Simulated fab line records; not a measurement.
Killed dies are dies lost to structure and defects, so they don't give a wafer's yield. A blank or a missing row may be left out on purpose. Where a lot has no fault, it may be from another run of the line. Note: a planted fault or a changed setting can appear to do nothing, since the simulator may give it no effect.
Matching of chambers + flow n5-finfet + N5_FIN_SAQP_SPACER2_ETCHBACK_29 on rie-diel-04 has 4 sister chambers
The step etches SiO2 in CHF3/O2, target depth 12.2 nm, time 6.1 s. 4 wafers are shown with their chamber, then 12 later ones without.

WAFERS PAIRED WITH THEIR CHAMBERS
| wafer  | chamber | showerhead-plenum-p-Torr (Torr) |
|--------|---------|---------------------------------|
| L084.1 | 1       | 2.48                            |
| L084.2 | 0       | 2.53                            |
| L084.5 | 2       | 2.54                            |
| L084.6 | 3       | 2.30                            |

WAFERS WITH NO CHAMBER GIVEN
| wafer  | showerhead-plenum-p-Torr (Torr) |
|--------|---------------------------------|
| L086.1 | 2.54                            |
| L086.3 | 2.53                            |
| L086.6 | 2.48                            |
| L088.1 | 2.54                            |
| L088.2 | 2.29                            |
| L088.3 | 2.48                            |
| L088.4 | 2.53                            |
| L088.5 | 2.54                            |
| L088.6 | 2.48                            |
| L090.3 | 2.54                            |
| L090.4 | 2.53                            |
| L090.6 | 2.29                            |

WHICH CHAMBER EACH ONE RAN IN
| wafer  | from the rows above | in truth |
|--------|---------------------|----------|
| L086.1 | 2                   | 2        |
| L086.3 | 0                   | 0        |
| L086.6 | 1                   | 1        |
| L088.1 | 2                   | 2        |
| L088.2 | 3                   | 3        |
| L088.3 | 1                   | 1        |
| L088.4 | 0                   | 0        |
| L088.5 | 2                   | 2        |
| L088.6 | 1                   | 1        |
| L090.3 | 2                   | 2        |
| L090.4 | 0                   | 0        |
| L090.6 | 3                   | 3        |
Placed correctly: 12 of 12. From these rows, 0 cannot be placed. Placed wrongly: 0.
How it was worked out, from the rows above alone: a wafer's distance from a chamber is the root of the sum, over the readings, of the square of ((its reading less the chamber's mean) divided by the reading's scatter). The wafer belongs to the nearest chamber; if the next one is less than 2 further off, it can't be placed. For every chamber, the mean is computed from those of its wafers that are shown. The scatter: with one shown wafer a chamber, the root of the mean of the squares of how far each hidden wafer lies from its nearest shown one.
